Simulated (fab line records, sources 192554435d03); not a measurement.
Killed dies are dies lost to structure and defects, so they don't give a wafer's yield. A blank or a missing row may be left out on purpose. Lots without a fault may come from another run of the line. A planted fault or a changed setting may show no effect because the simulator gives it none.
Chamber matching | flow n5_finfet | N5_BEOL_M12_ETCH_67 on rie_diel-03: 4 sister chambers
The step etches SiARC in CF4, target depth 143 nm, time 238.3 s. 8 wafers are shown with their chamber, then 10 later ones without.

WAFERS WITH THEIR CHAMBER
wafer  | chamber | showerhead_plenum_p_Torr (Torr) | drypump_motor_current_A (A)
L088.3 | 0       | 2.11                            | 5.6
L091.3 | 0       | 2.11                            | 5.6
L092.4 | 3       | 2.26                            | 5.7
L093.1 | 1       | 2.15                            | 5.3
L093.3 | 2       | 2.13                            | 5.5
L093.6 | 1       | 2.15                            | 5.3
L094.2 | 2       | 2.13                            | 5.4
L094.3 | 3       | 2.25                            | 5.7

WAFERS WITHOUT THEIR CHAMBER
wafer  | showerhead_plenum_p_Torr (Torr) | drypump_motor_current_A (A)
L094.5 | 2.14                            | 5.3
L095.1 | 2.14                            | 5.3
L095.3 | 2.13                            | 5.5
L095.4 | 2.10                            | 5.6
L096.1 | 2.10                            | 5.6
L096.3 | 2.14                            | 5.3
L096.5 | 2.13                            | 5.4
L097.1 | 2.12                            | 5.4
L097.3 | 2.14                            | 5.3
L097.5 | 2.13                            | 5.5

WHICH CHAMBER EACH WENT THROUGH
wafer  | from the rows above | in truth
L094.5 | 1                   | 1
L095.1 | 1                   | 1
L095.3 | 2                   | 2
L095.4 | 0                   | 0
L096.1 | 0                   | 0
L096.3 | 1                   | 1
L096.5 | 2                   | 2
L097.1 | 2                   | 2
L097.3 | 1                   | 1
L097.5 | 2                   | 2
Placed correctly: 10 of 10. Can't be placed from these rows: 0. Placed wrongly: 0.
How it was worked out, from the rows above alone: a wafer's distance from a chamber is the root of the sum, over the readings, of the square of ((its reading less the chamber's mean) divided by the reading's scatter). The wafer belongs to the nearest chamber; if the next one is less than 2 further off, it can't be placed. A chamber's mean is the mean of its shown wafers. The scatter: the root of (the sum of the squares of (reading less its chamber's mean) over the shown wafers, divided by (wafers less chambers)).
